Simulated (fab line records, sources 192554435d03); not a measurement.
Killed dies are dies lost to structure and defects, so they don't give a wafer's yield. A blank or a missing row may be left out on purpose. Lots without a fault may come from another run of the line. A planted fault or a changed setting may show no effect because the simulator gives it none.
Chamber matching | flow n5_finfet | N5_BEOL_M4_DESCUM_33 on rie_diel-01: 3 sister chambers
The step chemistry O2, time 7 s. 14 wafers are shown with their chamber, then 5 later ones without.

WAFERS WITH THEIR CHAMBER
wafer  | chamber | drypump_motor_current_A (A) | throttle_valve_pct (%) | showerhead_plenum_p_Torr (Torr)
L075.1 | 2       | 5.9                         | 20.80                  | 1.96
L075.5 | 1       | 5.5                         | 20.88                  | 2.18
L075.6 | 2       | 5.8                         | 20.80                  | 1.96
L076.3 | 2       | 5.9                         | 20.78                  | 1.96
L076.4 | 3       | 5.5                         | 20.61                  | 2.13
L076.6 | 2       | 5.8                         | 20.78                  | 1.96
L078.1 | 1       | 5.5                         | 20.89                  | 2.17
L078.5 | 3       | 5.5                         | 20.62                  | 2.13
L078.6 | 1       | 5.6                         | 20.89                  | 2.17
L084.3 | 3       | 5.5                         | 20.64                  | 2.13
L084.4 | 2       | 5.9                         | 20.49                  | 2.22
L084.5 | 1       | 5.6                         | 20.89                  | 2.17
L085.1 | 2       | 5.9                         | 20.49                  | 2.22
L085.4 | 3       | 5.6                         | 20.65                  | 2.12

SIGNATURES (means of the wafers above)
reading                  | chamber 1 | chamber 2 | chamber 3 | scatter within a chamber
drypump_motor_current_A  | 5.550     | 5.867     | 5.525     | 0.0529
throttle_valve_pct       | 20.8875   | 20.6900   | 20.6300   | 0.105
showerhead_plenum_p_Torr | 2.1725    | 2.0467    | 2.1275    | 0.0906
Rule: a wafer's distance from a chamber is the root of the sum, over the readings, of the square of ((its reading less the chamber's mean) divided by the reading's scatter). The wafer belongs to the nearest chamber; if the next one is less than 2 further off, it can't be placed. The scatter: the root of (the sum of the squares of (reading less its chamber's mean) over the shown wafers, divided by (wafers less chambers)).

WAFERS WITHOUT THEIR CHAMBER
wafer  | drypump_motor_current_A (A) | throttle_valve_pct (%) | showerhead_plenum_p_Torr (Torr)
L090.3 | 5.6                         | 20.92                  | 2.16
L090.5 | 5.5                         | 20.65                  | 2.12
L093.2 | 5.8                         | 20.53                  | 2.21
L093.4 | 5.5                         | 20.94                  | 2.16
L093.5 | 5.8                         | 20.55                  | 2.21

WHICH CHAMBER EACH WENT THROUGH
wafer  | from the rows above     | in truth
L090.3 | 1                       | 1
L090.5 | 3                       | 3
L093.2 | 2                       | 2
L093.4 | can't be placed: 1 or 3 | 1
L093.5 | 2                       | 2
Placed correctly: 4 of 5. Can't be placed from these rows: 1 (the true chamber is among the candidates in 1). Placed wrongly: 0.
